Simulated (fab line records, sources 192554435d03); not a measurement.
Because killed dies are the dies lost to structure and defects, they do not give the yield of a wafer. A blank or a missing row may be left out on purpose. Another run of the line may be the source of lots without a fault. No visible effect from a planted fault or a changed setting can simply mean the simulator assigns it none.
Chamber matching | flow n5-finfet | 4 sister chambers for N5_BEOL_M0_SAQP_SPACER2_ALD_26 on ald-sin-03
The step deposits SiO2, target thk 15 nm, pulse time 1 s, purge time 2 s. 8 wafers are shown with their chamber, then 8 later ones without.

WAFERS, EACH WITH ITS CHAMBER
wafer  | chamber | heater-power-w (W) | precursor-pulse-height-rel
L079.1 | 0       | 390                | 0.988
L081.6 | 1       | 466                | 0.989
L082.2 | 1       | 478                | 0.972
L082.5 | 0       | 410                | 0.985
L087.1 | 2       | 442                | 0.994
L087.4 | 3       | 424                | 1.025
L087.6 | 2       | 446                | 1.015
L089.2 | 3       | 427                | 1.016

WAFERS MISSING THEIR CHAMBER
wafer  | heater-power-w (W) | precursor-pulse-height-rel
L089.3 | 465                | 0.998
L089.5 | 462                | 1.031
L094.1 | 478                | 1.010
L094.2 | 399                | 1.015
L094.3 | 445                | 1.011
L095.4 | 440                | 0.991
L095.5 | 451                | 1.003
L095.6 | 473                | 1.041

CHAMBER TAKEN BY EACH
wafer  | from the rows above          | in truth
L089.3 | can't be placed: 1 or 2      | 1
L089.5 | can't be placed: 2 or 3 or 1 | 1
L094.1 | can't be placed: 1 or 2      | 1
L094.2 | can't be placed: 0 or 3      | 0
L094.3 | can't be placed: 2 or 3      | 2
L095.4 | can't be placed: 2 or 3      | 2
L095.5 | 2                            | 2
L095.6 | can't be placed: 2 or 1 or 3 | 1
Placed correctly: 1 of 8. Not placeable from these rows: 7 (in 7, the candidates include the true chamber). Wrongly placed: 0.
How it was worked out, from the rows above alone: a wafer's distance from a chamber is the root of the sum, over the readings, of the square of ((its reading less the chamber's mean) divided by the reading's scatter). The wafer belongs to the nearest chamber; if the next one is less than 2 further off, it can't be placed. A chamber's mean is the mean of its shown wafers. The scatter is the square root of a quotient: the sum, over the shown wafers, of each reading's squared deviation from its chamber's mean, divided by wafers minus chambers.
